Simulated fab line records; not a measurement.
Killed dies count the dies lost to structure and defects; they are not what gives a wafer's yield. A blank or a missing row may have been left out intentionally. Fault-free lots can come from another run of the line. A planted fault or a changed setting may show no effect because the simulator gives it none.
Which tool did it? -- flow nand_harc -- 11 lots, 33 wafers sampled, at 5 steps of a route of 1159

WHAT EACH GAUGE READ, for each wafer
NHARC_END_SORT_01. Usual: defect_limited_yield 95.1 %, standard deviation 1.6; killed_at_array 29, standard deviation 11; killed_at_other 0.6, standard deviation 1; killed_at_periphery 3.1, standard deviation 2.1; killed_dies 33, standard deviation 11; killed_open 3.1, standard deviation 1.9; killed_short 1.9, standard deviation 1.5; sort_bin_2_pct 1.5 %, standard deviation 0.66; sort_bin_3_pct 0.29 %, standard deviation 0.23; sort_bin_4_pct 3.1 %, standard deviation 0.98; sort_n_pass 644, standard deviation 11; sort_rim_yield_pct 96.9 %, standard deviation 2.3; sort_yield_pct 95.1 %, standard deviation 1.6.
lot,measured,on,defect_limited_yield (%),killed_at_array,killed_at_other,killed_at_periphery,killed_dies,killed_open,killed_short,sort_bin_2_pct (%),sort_bin_3_pct (%),sort_bin_4_pct (%),sort_n_pass,sort_rim_yield_pct (%),sort_yield_pct (%),flag
L772,day 23 11:13,prober-02,93.1 94.1 92.3,41 37 44,0 1 0,6 2 8,47 40 52,5 1 1,5 1 5,1.6 1.8 2.4,0.30 0.30 0.59,5.0 3.8 4.7,630 637 625,93.4 94.3 95.3,93.1 94.1 92.3,

WHAT TOOL EACH LOT RAN ON (gives the tool, then ch and the chambers of the sampled wafers, and finally the start)
lot,NHARC_P_CONTACT_CMP_24,NHARC_P_M0_DESCUM_14,NHARC_P_M1_DEP_00,NHARC_P_M1_ETCH_35
L759,"cmp-03 ch 0,1,3, day 6 15:26","rie_diel-13 ch 0,1,2, day 6 16:55","pecvd-04 ch 0,1,2, day 6 19:59","rie_diel-09 ch 0,1,2, day 6 21:06"
L760,"cmp-02 ch 1,2, day 6 15:59","rie_diel-13 ch 0,1, day 6 17:29","pecvd-04 ch 0,2, day 6 20:31","rie_diel-09 ch 1,2,3, day 6 21:29"
L761,"cmp-02 ch 0,1,2, day 6 22:39","rie_diel-13 ch 0,1,2, day 7 00:42","pecvd-01 ch 0,1, day 7 03:49","rie_diel-09 ch 0,2, day 7 05:31"
L762,"cmp-04 ch 1,2, day 7 06:14","rie_diel-06 ch 2,3, day 7 07:44","pecvd-01 ch 0,2, day 7 10:55","rie_diel-10 ch 2,3, day 7 11:48"
L766,"cmp-03 ch 0,1,2, day 8 10:44","rie_diel-06 ch 0,1,2, day 8 12:14","pecvd-04 ch 0,1,2, day 8 16:00","rie_diel-07 ch 0,1,2, day 8 17:40"
L772,"cmp-03 ch 2,3, day 9 23:38","rie_diel-06 ch 0,1, day 10 01:07","pecvd-04 ch 0,1,2, day 10 04:22","rie_diel-09 ch 0,1,3, day 10 05:16"
L773,"cmp-04 ch 0,3, day 10 01:43","rie_diel-13 ch 2,3, day 10 03:13","pecvd-04 ch 0,1,2, day 10 06:15","rie_diel-07 ch 0,2,3, day 10 07:22"
L775,"cmp-04 ch 1,2,3, day 10 10:53","rie_diel-01 ch 0,1,3, day 10 12:20","pecvd-01 ch 0,2, day 10 15:41","rie_diel-10 ch 0,2,3, day 10 16:48"
L776,"cmp-03 ch 1,2,3, day 10 14:05","rie_diel-13 ch 1,2,3, day 10 15:43","pecvd-03 ch 0,1, day 10 18:48","rie_diel-10 ch 1,2,3, day 10 19:52"
L778,"cmp-04 ch 0,2,3, day 11 04:04","rie_diel-13 ch 2,3, day 11 05:34","pecvd-04 ch 0,1,2, day 11 08:42","rie_diel-09 ch 0,1,3, day 11 09:46"
L779,"cmp-04 ch 0,2,3, day 11 06:14","rie_diel-01 ch 0,3, day 11 07:42","pecvd-01 ch 0,1,2, day 11 10:46","rie_diel-09 ch 0,1, day 11 11:50"
- NHARC_P_CONTACT_CMP_24: polishes, t overpolish 30 s, target thk 200 nm.
- NHARC_P_M0_DESCUM_14: chemistry O2, time 3 s.
- NHARC_P_M1_DEP_00: deposits SiOC, target thk 182.5 nm.
- NHARC_P_M1_ETCH_35: etches the open film in N2/H2, target depth 40 nm, overetch 12 nm, time 43.94 s.

WHAT THE TOOLS THEMSELVES READ (means of the sampled wafers that have a number; where no wafer has one, the mark that the record gives instead)
NHARC_P_CONTACT_CMP_24. Usual: motor_current_A 12.1 A, standard deviation 1.1; overpolish_run_s 30.000 s, standard deviation 0.01; time_to_endpoint_s 41.0 s, standard deviation 2.8.
lot,tool,motor_current_A (A),overpolish_run_s (s),time_to_endpoint_s (s),flag
L759,cmp-03,12.5,30.002,39.0,
L760,cmp-02,12.2,30.008,41.8,
L761,cmp-02,11.8,29.989,39.9,
L762,cmp-04,11.2,29.996,43.2,
L766,cmp-03,11.9,29.988,38.3,
L772,cmp-03,12.6,29.994,37.4,
L773,cmp-04,12.4,30.008,43.7,
L775,cmp-04,12.3,30.004,42.8,
L776,cmp-03,12.7,29.998,41.8,
L778,cmp-04,12.0,30.007,44.5,
L779,cmp-04,11.8,30.013,42.0,

NHARC_P_M0_DESCUM_14. Usual: drypump_motor_current_A 5.8 A, standard deviation 0.5; oes_product_au 1.000 a.u., standard deviation 0.012; rf_vpp_V 57.8 V, standard deviation 0.92; showerhead_plenum_p_Torr 1.93 Torr, standard deviation 0.07; throttle_valve_pct 11.312 %, standard deviation 0.01.
lot,tool,drypump_motor_current_A (A),oes_product_au (a.u.),rf_vpp_V (V),showerhead_plenum_p_Torr (Torr),throttle_valve_pct (%),flag
L759,rie_diel-13,5.7,0.998,58.9,1.93,11.317,
L760,rie_diel-13,5.8,0.992,57.8,1.93,11.312,
L761,rie_diel-13,5.8,0.993,58.0,1.93,11.306,
L762,rie_diel-06,5.6,1.006,56.8,1.92,11.317,
L766,rie_diel-06,6.1,0.993,57.9,1.92,11.305,
L772,rie_diel-06,6.4,1.006,57.8,1.92,11.317,
L773,rie_diel-13,5.4,1.004,58.1,1.91,11.309,
L775,rie_diel-01,5.7,1.004,58.2,1.96,11.310,
L776,rie_diel-13,5.4,0.993,58.2,1.95,11.322,
L778,rie_diel-13,5.4,1.003,57.7,1.92,11.323,
L779,rie_diel-01,6.2,1.004,58.0,1.90,11.316,

NHARC_P_M1_DEP_00. Usual: chamber_pressure_Torr 5.000 Torr, standard deviation 0.011.
lot,tool,chamber_pressure_Torr (Torr),flag
L759,pecvd-04,4.998,
L760,pecvd-04,5.022,
L761,pecvd-01,5.000,
L762,pecvd-01,5.003,
L766,pecvd-04,4.993,
L772,pecvd-04,5.003,
L773,pecvd-04,4.998,
L775,pecvd-01,4.995,
L776,pecvd-03,4.992,
L778,pecvd-04,4.995,
L779,pecvd-01,5.004,

NHARC_P_M1_ETCH_35. Usual: drypump_motor_current_A 5.90 A, standard deviation 0.24; oes_product_au 1.000 a.u., standard deviation 0.012; rf_vpp_V 429.8 V, standard deviation 2.2; showerhead_plenum_p_Torr 2.01 Torr, standard deviation 0.078; throttle_valve_pct 14.172 %, standard deviation 0.0089.
lot,tool,drypump_motor_current_A (A),oes_product_au (a.u.),rf_vpp_V (V),showerhead_plenum_p_Torr (Torr),throttle_valve_pct (%),flag
L759,rie_diel-09,6.05,0.997,429.8,1.99,14.173,
L760,rie_diel-09,6.02,1.010,427.4,1.95,14.159,
L761,rie_diel-09,6.16,0.994,429.8,2.01,14.165,
L762,rie_diel-10,5.89,1.008,429.5,1.98,14.171,
L766,rie_diel-07,5.79,0.990,431.7,2.08,14.170,
L772,rie_diel-09,5.96,1.003,428.6,1.99,14.168,
L773,rie_diel-07,5.78,0.988,429.9,2.05,14.175,
L775,rie_diel-10,5.90,0.992,429.4,2.02,14.164,
L776,rie_diel-10,5.71,0.997,430.6,2.04,14.175,
L778,rie_diel-09,5.96,1.008,428.9,1.99,14.168,
L779,rie_diel-09,5.93,0.990,430.6,2.02,14.167,

THE ANSWER, worked out from the rows above alone
Rule: a lot counts as off when the mean over its wafers that have a number is more than 3 standard deviations away from the usual mean. A lot without any number at a reading at which 4 lots or more have one is off too. Where the step has rows for the other lots, those lots are counted as sound. The gauges are gone through in route order, then the tools' own readings, and for those a lot's mean is taken as printed above. The first step at which some lot is off is used, and at that step the reading that is off furthest; a lot without a number counts as furthest.
Nothing can be told from this: no lot is off at any reading shown.

WHAT THE SIMULATOR HAD PUT IN
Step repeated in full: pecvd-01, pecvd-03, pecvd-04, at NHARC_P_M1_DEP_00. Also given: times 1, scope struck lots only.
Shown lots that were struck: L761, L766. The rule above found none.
